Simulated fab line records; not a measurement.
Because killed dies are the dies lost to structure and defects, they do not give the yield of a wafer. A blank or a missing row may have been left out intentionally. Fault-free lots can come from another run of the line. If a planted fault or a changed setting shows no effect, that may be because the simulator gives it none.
Lot-split experiment :: flow n5-finfet :: on a route of 1938 steps: 7 lots, 39 wafers read

== SPLIT DETAILS ==
At N5_BEOL_M11_DESCUM_16 (chemistry O2, time 7.9 s), the setting time-s was moved away from the recipe's 7.9 s on 12 of the 39 wafers read, by -39.0% to +49.4%. This setting was run at the recipe's value on the other wafers.

The split's own step is where the reading is taken.

== THE READING ==
CAR-ArF_of_BEOL_M11_COAT_05.thk-nm (the simulator's own value, which no gauge read), in nm, at N5_BEOL_M11_DESCUM_16 (chemistry O2, time 7.9 s). The file does not state a usual value for it. Across the 27 wafers here that went through the recipe, the average is 83.7 nm and the standard deviation 0.19 nm.

wafer: L079.1
tool, chamber at the split: rie-diel-03, 3
time-s as run, s: 7.9
against the recipe: recipe
CAR-ArF_of_BEOL_M11_COAT_05.thk-nm, nm: 83.4
against lot-mates on the recipe: -

wafer: L079.2
tool, chamber at the split: rie-diel-03, 2
time-s as run, s: 9.461
against the recipe: +19.8%
CAR-ArF_of_BEOL_M11_COAT_05.thk-nm, nm: 82.8
against lot-mates on the recipe: -0.7

wafer: L079.3
tool, chamber at the split: rie-diel-03, 0,1
time-s as run, s: 9.461
against the recipe: +19.8%
CAR-ArF_of_BEOL_M11_COAT_05.thk-nm, nm: 82.6
against lot-mates on the recipe: -0.9

wafer: L079.4
tool, chamber at the split: rie-diel-03, 0,1
time-s as run, s: 9.461
against the recipe: +19.8%
CAR-ArF_of_BEOL_M11_COAT_05.thk-nm, nm: 82.6
against lot-mates on the recipe: -0.9

wafer: L079.5
tool, chamber at the split: rie-diel-03, 1,2
time-s as run, s: 7.9
against the recipe: recipe
CAR-ArF_of_BEOL_M11_COAT_05.thk-nm, nm: 83.6
against lot-mates on the recipe: -

wafer: L079.6
tool, chamber at the split: rie-diel-03, 1,2
time-s as run, s: 7.9
against the recipe: recipe
CAR-ArF_of_BEOL_M11_COAT_05.thk-nm, nm: 83.6
against lot-mates on the recipe: -

wafer: L078.1
tool, chamber at the split: rie-diel-03, 3,0
time-s as run, s: 7.9
against the recipe: recipe
CAR-ArF_of_BEOL_M11_COAT_05.thk-nm, nm: 83.8
against lot-mates on the recipe: -

wafer: L078.4
tool, chamber at the split: rie-diel-03, 3,0
time-s as run, s: 7.9
against the recipe: recipe
CAR-ArF_of_BEOL_M11_COAT_05.thk-nm, nm: 83.8
against lot-mates on the recipe: -

wafer: L078.2
tool, chamber at the split: rie-diel-03, 2,1,3,0
time-s as run, s: 7.9
against the recipe: recipe
CAR-ArF_of_BEOL_M11_COAT_05.thk-nm, nm: 83.6
against lot-mates on the recipe: -

wafer: L078.3
tool, chamber at the split: rie-diel-03, 2,1,3,0
time-s as run, s: 7.9
against the recipe: recipe
CAR-ArF_of_BEOL_M11_COAT_05.thk-nm, nm: 83.6
against lot-mates on the recipe: -

wafer: L078.5
tool, chamber at the split: rie-diel-03, 2,1,3,0
time-s as run, s: 7.9
against the recipe: recipe
CAR-ArF_of_BEOL_M11_COAT_05.thk-nm, nm: 83.6
against lot-mates on the recipe: -

wafer: L078.6
tool, chamber at the split: rie-diel-03, 2,1,3,0
time-s as run, s: 7.9
against the recipe: recipe
CAR-ArF_of_BEOL_M11_COAT_05.thk-nm, nm: 83.6
against lot-mates on the recipe: -

wafer: L084.1
tool, chamber at the split: rie-diel-03, 2,0,1
time-s as run, s: 7.9
against the recipe: recipe
CAR-ArF_of_BEOL_M11_COAT_05.thk-nm, nm: 83.8
against lot-mates on the recipe: -

wafer: L084.3
tool, chamber at the split: rie-diel-03, 2,0,1
time-s as run, s: 7.9
against the recipe: recipe
CAR-ArF_of_BEOL_M11_COAT_05.thk-nm, nm: 83.8
against lot-mates on the recipe: -

wafer: L084.4
tool, chamber at the split: rie-diel-03, 2,0,1
time-s as run, s: 7.9
against the recipe: recipe
CAR-ArF_of_BEOL_M11_COAT_05.thk-nm, nm: 83.8
against lot-mates on the recipe: -

wafer: L084.2
tool, chamber at the split: rie-diel-03, 3,1
time-s as run, s: 4.821
against the recipe: -39.0%
CAR-ArF_of_BEOL_M11_COAT_05.thk-nm, nm: 85.6
against lot-mates on the recipe: +1.8

wafer: L084.5
tool, chamber at the split: rie-diel-03, 3,1
time-s as run, s: 4.821
against the recipe: -39.0%
CAR-ArF_of_BEOL_M11_COAT_05.thk-nm, nm: 85.6
against lot-mates on the recipe: +1.8

wafer: L084.6
tool, chamber at the split: rie-diel-03, 0
time-s as run, s: 4.821
against the recipe: -39.0%
CAR-ArF_of_BEOL_M11_COAT_05.thk-nm, nm: 85.4
against lot-mates on the recipe: +1.6

wafer: L088.1
tool, chamber at the split: rie-diel-01, 3,3,1
time-s as run, s: 11.8
against the recipe: +49.4%
CAR-ArF_of_BEOL_M11_COAT_05.thk-nm, nm: 81.6
against lot-mates on the recipe: -2.4

wafer: L088.5
tool, chamber at the split: rie-diel-01, 3,3,1
time-s as run, s: 11.8
against the recipe: +49.4%
CAR-ArF_of_BEOL_M11_COAT_05.thk-nm, nm: 81.6
against lot-mates on the recipe: -2.4

wafer: L088.6
tool, chamber at the split: rie-diel-01, 3,3,1
time-s as run, s: 11.8
against the recipe: +49.4%
CAR-ArF_of_BEOL_M11_COAT_05.thk-nm, nm: 81.6
against lot-mates on the recipe: -2.4

wafer: L088.2
tool, chamber at the split: rie-diel-01, 0,1,0
time-s as run, s: 7.9
against the recipe: recipe
CAR-ArF_of_BEOL_M11_COAT_05.thk-nm, nm: 84
against lot-mates on the recipe: -

wafer: L088.3
tool, chamber at the split: rie-diel-01, 0,1,0
time-s as run, s: 7.9
against the recipe: recipe
CAR-ArF_of_BEOL_M11_COAT_05.thk-nm, nm: 84
against lot-mates on the recipe: -

wafer: L088.4
tool, chamber at the split: rie-diel-01, 0,1,0
time-s as run, s: 7.9
against the recipe: recipe
CAR-ArF_of_BEOL_M11_COAT_05.thk-nm, nm: 84
against lot-mates on the recipe: -

wafer: L091.1
tool, chamber at the split: rie-diel-02, 1
time-s as run, s: 6.457
against the recipe: -18.3%
CAR-ArF_of_BEOL_M11_COAT_05.thk-nm, nm: 84.4
against lot-mates on the recipe: +0.9

wafer: L091.2
tool, chamber at the split: rie-diel-02, 2
time-s as run, s: 7.9
against the recipe: recipe
CAR-ArF_of_BEOL_M11_COAT_05.thk-nm, nm: 83.4
against lot-mates on the recipe: -

wafer: L091.3
tool, chamber at the split: rie-diel-02, 3,1
time-s as run, s: 7.9
against the recipe: recipe
CAR-ArF_of_BEOL_M11_COAT_05.thk-nm, nm: 83.6
against lot-mates on the recipe: -

wafer: L091.6
tool, chamber at the split: rie-diel-02, 3,1
time-s as run, s: 7.9
against the recipe: recipe
CAR-ArF_of_BEOL_M11_COAT_05.thk-nm, nm: 83.6
against lot-mates on the recipe: -

wafer: L091.4
tool, chamber at the split: rie-diel-02, 0,2
time-s as run, s: 6.457
against the recipe: -18.3%
CAR-ArF_of_BEOL_M11_COAT_05.thk-nm, nm: 84.2
against lot-mates on the recipe: +0.7

wafer: L091.5
tool, chamber at the split: rie-diel-02, 0,2
time-s as run, s: 6.457
against the recipe: -18.3%
CAR-ArF_of_BEOL_M11_COAT_05.thk-nm, nm: 84.2
against lot-mates on the recipe: +0.7

wafer: L095.1
tool, chamber at the split: rie-diel-02, 2,3,3
time-s as run, s: 7.9
against the recipe: recipe
CAR-ArF_of_BEOL_M11_COAT_05.thk-nm, nm: 83.6
against lot-mates on the recipe: -

wafer: L095.3
tool, chamber at the split: rie-diel-02, 2,3,3
time-s as run, s: 7.9
against the recipe: recipe
CAR-ArF_of_BEOL_M11_COAT_05.thk-nm, nm: 83.6
against lot-mates on the recipe: -

wafer: L095.6
tool, chamber at the split: rie-diel-02, 2,3,3
time-s as run, s: 7.9
against the recipe: recipe
CAR-ArF_of_BEOL_M11_COAT_05.thk-nm, nm: 83.6
against lot-mates on the recipe: -

wafer: L095.2
tool, chamber at the split: rie-diel-02, 1,2,1
time-s as run, s: 7.9
against the recipe: recipe
CAR-ArF_of_BEOL_M11_COAT_05.thk-nm, nm: 83.8
against lot-mates on the recipe: -

wafer: L095.4
tool, chamber at the split: rie-diel-02, 1,2,1
time-s as run, s: 7.9
against the recipe: recipe
CAR-ArF_of_BEOL_M11_COAT_05.thk-nm, nm: 83.8
against lot-mates on the recipe: -

wafer: L095.5
tool, chamber at the split: rie-diel-02, 1,2,1
time-s as run, s: 7.9
against the recipe: recipe
CAR-ArF_of_BEOL_M11_COAT_05.thk-nm, nm: 83.8
against lot-mates on the recipe: -

wafer: L097.2
tool, chamber at the split: rie-diel-01, 2
time-s as run, s: 7.9
against the recipe: recipe
CAR-ArF_of_BEOL_M11_COAT_05.thk-nm, nm: 83.2
against lot-mates on the recipe: -

wafer: L097.3
tool, chamber at the split: rie-diel-01, 0,3
time-s as run, s: 7.9
against the recipe: recipe
CAR-ArF_of_BEOL_M11_COAT_05.thk-nm, nm: 83.4
against lot-mates on the recipe: -

wafer: L097.4
tool, chamber at the split: rie-diel-01, 0,3
time-s as run, s: 7.9
against the recipe: recipe
CAR-ArF_of_BEOL_M11_COAT_05.thk-nm, nm: 83.4
against lot-mates on the recipe: -
When a row names more than one chamber, that row covers several wafers, and the file does not tell which wafer ran in which chamber.

THE FIT
A straight line over all 39 wafers: CAR-ArF_of_BEOL_M11_COAT_05.thk-nm changes by -0.0439 nm for each +1% of time-s; r = -0.98; the points scatter about the line by 0.19 nm.
The same after taking each lot's own level away (the mean of its wafers on the recipe; 39 wafers): -0.0462 nm for each +1%; r = -0.99; scatter 0.098 nm.
The reading moves by 2.3 nm for the largest change in time-s, on that fit.
The lots' own levels span 83.33 to 84.00 nm, that is 3.4 times the standard deviation above.
Consequently the slope shifts little with the lot-to-lot level, the two slopes agreeing.
Check: for one of the wafers moved furthest among these (+49.4%), held out of the fit, the line's prediction against its lot-mates is -2.28 nm. Against them it came out at -2.4 nm.

== FURTHER SPLITS ON THESE WAFERS ==
Other splits were also applied to these wafers ahead of the reading. Each is held against what the fit with the lots' levels taken away leaves over:
other split on the same wafers: N5_BEOL_M1_TRENCH_ETCH_37 time-s
wafers away from the commonest value: 12
r with CAR-ArF_of_BEOL_M11_COAT_05.thk-nm (lot level and that fit taken away): -0.15

other split on the same wafers: N5_BEOL_M3_ETCH_64 time-s
wafers away from the commonest value: 9
r with CAR-ArF_of_BEOL_M11_COAT_05.thk-nm (lot level and that fit taken away): -0.36

other split on the same wafers: N5_BEOL_M4_ILD_DEP_00 time-s
wafers away from the commonest value: 12
r with CAR-ArF_of_BEOL_M11_COAT_05.thk-nm (lot level and that fit taken away): +0.16

other split on the same wafers: N5_BEOL_M6_ALD_77 ald-cycles
wafers away from the commonest value: 9
r with CAR-ArF_of_BEOL_M11_COAT_05.thk-nm (lot level and that fit taken away): +0.24

other split on the same wafers: N5_BEOL_M9_ETCH_66 time-s
wafers away from the commonest value: 15
r with CAR-ArF_of_BEOL_M11_COAT_05.thk-nm (lot level and that fit taken away): +0.12

== FILE'S OWN FIT ==
CAR-ArF_of_BEOL_M11_COAT_05.thk-nm changes by -0.0463 nm for each +1% of time-s, r = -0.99.
